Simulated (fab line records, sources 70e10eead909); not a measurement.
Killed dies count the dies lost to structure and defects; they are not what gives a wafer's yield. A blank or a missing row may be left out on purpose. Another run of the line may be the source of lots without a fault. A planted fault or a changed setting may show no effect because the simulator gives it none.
Comparing a struck lot with a sound one || flow nand harc || 25 steps out of a route of 1302
Sound: wafers L294.1, L294.2, L294.5. The struck wafers were L303.2, L303.5, L303.6. The cause is named last.
At each step with rows: each side's tool, then ch and its chambers, then its first start. Under that, the readings that differ: sound wafers || struck wafers || difference of the means || sigmas: that difference in standard deviations of wafers without a fault.
alike: readings whose means differ by less than 2 such deviations, and words and numbers that are the same on both sides. not compared: withheld readings, readings that some wafer has no value for, bounds like >300 that may hide the same value, and numbers for which the record gives no deviation and whose values overlap.
The two part at a step that has a row with sigmas, a row that says differs or no value, or rows on one side only. Numbers that have no deviation but don't overlap get no sigmas and don't part them. Lack of a reading on every wafer of one side parts them only where that side has two or more wafers.

NHARC_P_ZERO_WELL_DESCUM_54: chemistry O2, time 3 s.
  sound on rie diel-07 ch 0,1,2, day 2 11:57; struck on rie diel-01 ch 0,2,3, day 6 06:08
  alike: drypump motor current A, oes product au, rf vpp V, showerhead plenum p Torr, throttle valve pct
  not compared: rf hours counter h
then, 5 steps without rows for these wafers: NHARC_P_ZERO_WELL_IMPLANT_55; NHARC_P_ZERO_WELL_IMPLANT_61; NHARC_P_ZERO_WELL_STRIP_56 (strips in SPM, time 840 s); NHARC_P_ZERO_WELL_PRECLEAN_68 (cleans in SC1, time 60 s); NHARC_P_ZERO_WELL_SRD_69.
NHARC_P_ZERO_WELL_RTA_42: time 300 s.
  sound on rtp anneal-01 ch 0, day 2 12:55; struck on rtp anneal-02 ch 0, day 6 07:13
  alike: lamp power pct, lamp_zone_3_pct, wafer_temp_C_max
NHARC_P_ZERO_WELL_INSPECT_43:
  sound on defect inspect-01 at day 2 13:35; struck on defect inspect-01 at day 6 07:47
  alike: raw defect count
then, 4 steps without rows for these wafers: NHARC_P_STI_ETCH_26 (etches SiO2 in dHF, target depth 11 nm); NHARC_P_STI_PRECLEAN_27 (cleans in SC1); NHARC_P_STI_SRD_28; NHARC_P_STI_OXIDE_29 (material SiO2, target thk 10 nm, ox time 1362 s).
NHARC_P_STI_HM_DEP_30: deposits Si3N4, target thk 80 nm, time 873 s.
  sound on lpcvd-02 ch 1, day 3 01:14; struck on lpcvd-01 ch 0, day 6 21:37
  alike: zone power lower pct
then, 9 steps without rows for these wafers: NHARC_P_STI_DEHYDRATE_01 (time 120 s); NHARC_P_STI_HMDS_02 (time 30 s); NHARC_P_STI_COAT_41 (time 65 s); NHARC_P_STI_COAT_03 (resist thk 600 nm); NHARC_P_STI_SOFTBAKE_04 (time 70 s); NHARC_P_STI_EBR_05; NHARC_P_STI_EXPOSE_06 (exposes mask P STI, target cd 200 nm); NHARC_P_STI_PEB_07 (peb time 80 s); NHARC_P_STI_DEVELOP_08 (time 50 s).
NHARC_P_STI_CD_MEAS_09: the cd target is 200 nm.
  sound on cd sem-01 ch 0, day 3 05:20; struck on cd sem-01 ch 0, day 7 01:43
  alike: cd nm
NHARC_P_STI_OVL_MEAS_10:
  sound on overlay-01 at day 3 05:25; struck on overlay-01 at day 7 01:49
{"reading": "overlay x nm (nm)", "sound": "13 11 12", "struck": "-1 -1 -1", "difference": -13, "sigmas": -2}
  alike: overlay y nm
NHARC_P_STI_INSPECT_11:
  sound on defect inspect-02 at day 3 05:27; struck on defect inspect-01 at day 7 02:01
{"reading": "raw defect count", "sound": "8 5 2", "struck": "985 1007 955", "difference": "+977", "sigmas": "+99 or more"}
  not compared: hold

== WHERE THEY PART ==
Last at NHARC_P_STI_INSPECT_11 as far as this record goes, first at NHARC_P_STI_OVL_MEAS_10.

WHY: what had been put in by the simulator
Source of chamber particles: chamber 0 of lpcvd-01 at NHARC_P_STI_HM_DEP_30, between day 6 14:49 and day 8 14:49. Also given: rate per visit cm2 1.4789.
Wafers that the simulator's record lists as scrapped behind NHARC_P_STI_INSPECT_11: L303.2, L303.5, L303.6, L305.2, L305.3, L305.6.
